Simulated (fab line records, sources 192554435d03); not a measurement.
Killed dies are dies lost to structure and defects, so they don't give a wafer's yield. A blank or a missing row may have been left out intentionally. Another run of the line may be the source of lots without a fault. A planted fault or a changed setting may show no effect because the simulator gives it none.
Lot-split experiment -- flow n5 finfet -- 21 wafers read across 7 lots, on a route 1938 steps long

== ABOUT THE SPLIT ==
At N5_DUMMY_GATE_PECVD_30 (deposits SiO2 from TEOS/O2, target thk 55 nm, time 10.8 s), the setting time s was moved away from the recipe's 10.8 s on 6 of the 21 wafers read, by -12.5% to -4.4%. All remaining wafers had this setting at the recipe value.

Reading taken at the split's own step.

== THE READING ==
SiO2_of_DUMMY_GATE_PECVD_30.thk nm (the simulator's own value, which no gauge read), in nm, at N5_DUMMY_GATE_PECVD_30 (deposits SiO2 from TEOS/O2, target thk 55 nm, time 10.8 s). There is no usual value for it anywhere in the file. The 15 wafers here that ran the recipe average 55.2 nm, standard deviation 0.72 nm.

wafer,"tool, chamber at the split","time s as run, s",against the recipe,"SiO2_of_DUMMY_GATE_PECVD_30.thk nm, nm",against lot-mates on the recipe
L075.1,"pecvd-04, 0",10.8,recipe,53.8,-
L075.5,"pecvd-04, 0",10.8,recipe,54.6,-
L075.6,"pecvd-04, 2",10.8,recipe,56.4,-
L078.3,"pecvd-04, 2",9.895,-8.4%,51,-4.0
L078.5,"pecvd-04, 0",9.895,-8.4%,49.6,-5.4
L078.6,"pecvd-04, 1",10.8,recipe,55,-
L079.2,"pecvd-04, 2",10.8,recipe,55,-
L079.4,"pecvd-04, 0",10.8,recipe,54.4,-
L079.6,"pecvd-04, 2",10.8,recipe,56.4,-
L085.1,"pecvd-02, 2",10.8,recipe,54.8,-
L085.2,"pecvd-02, 0,1",10.8,recipe,55.6,-
L085.3,"pecvd-02, 0,1",10.8,recipe,55.6,-
L091.3,"pecvd-04, 2",9.453,-12.5%,48,-8.2
L091.4,"pecvd-04, 2",10.8,recipe,56.2,-
L091.5,"pecvd-04, 1",9.453,-12.5%,49,-7.2
L092.2,"pecvd-02, 1,0",10.8,recipe,55.4,-
L092.3,"pecvd-02, 1,0",10.8,recipe,55.4,-
L092.5,"pecvd-02, 2",10.8,recipe,54.6,-
L093.3,"pecvd-02, 1",10.8,recipe,55.4,-
L093.4,"pecvd-02, 1",10.33,-4.4%,53.8,-1.6
L093.5,"pecvd-02, 2",10.33,-4.4%,53.6,-1.8
When a row names more than one chamber, that row covers several wafers, and the file does not tell which wafer ran in which chamber.

FIT RESULTS
A straight line over all 21 wafers: SiO2_of_DUMMY_GATE_PECVD_30.thk nm changes by +0.545 nm for each +1% of time s; r = +0.95; the points scatter about the line by 0.76 nm.
The same after taking each lot's own level away (the mean of its wafers on the recipe; 21 wafers): +0.592 nm for each +1%; r = +0.96; scatter 0.72 nm.
Per that fit: largest time s move, reading shift of 7.4 nm.
Measured against the standard deviation above, the lots' own levels, which go from 54.93 to 56.20 nm, span 1.8 times it.
The two slopes are in agreement: the lot-to-lot level therefore moves the slope only a little.
Check: -6.87 nm against its lot-mates is what the line predicts for one of the wafers moved furthest among these (-12.5%) when that wafer is left out of the fit. It came out at -8.2 nm against them.

== OTHER SPLITS APPLIED TO THESE WAFERS ==
Note: prior to the reading, these wafers also went through further splits. Each is held against what the fit with the lots' levels taken away leaves over:
other split on the same wafers,wafers away from the commonest value,r with SiO2_of_DUMMY_GATE_PECVD_30.thk nm (lot level and that fit taken away)
N5_ZERO_LAYER_PECVD_02 time s,9,+0.07
N5_ZERO_LAYER_COAT_05 spin rpm,11,+0.00
N5_PMOS_HMC_CHANNEL_EPI_EXPOSE_06 dose mj,9,+0.11
N5_PMOS_HMC_CHANNEL_EPI_DEVELOP_08 develop time s,6,-0.55
N5_FIN_SAQP_SPACER1_ALD_24 temp c,4,-0.07
N5_FIN_CUT_COAT_29 spin rpm,5,+0.01

== FILE'S OWN FIT ==
SiO2_of_DUMMY_GATE_PECVD_30.thk nm changes by +0.584 nm for each +1% of time s, r = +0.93.
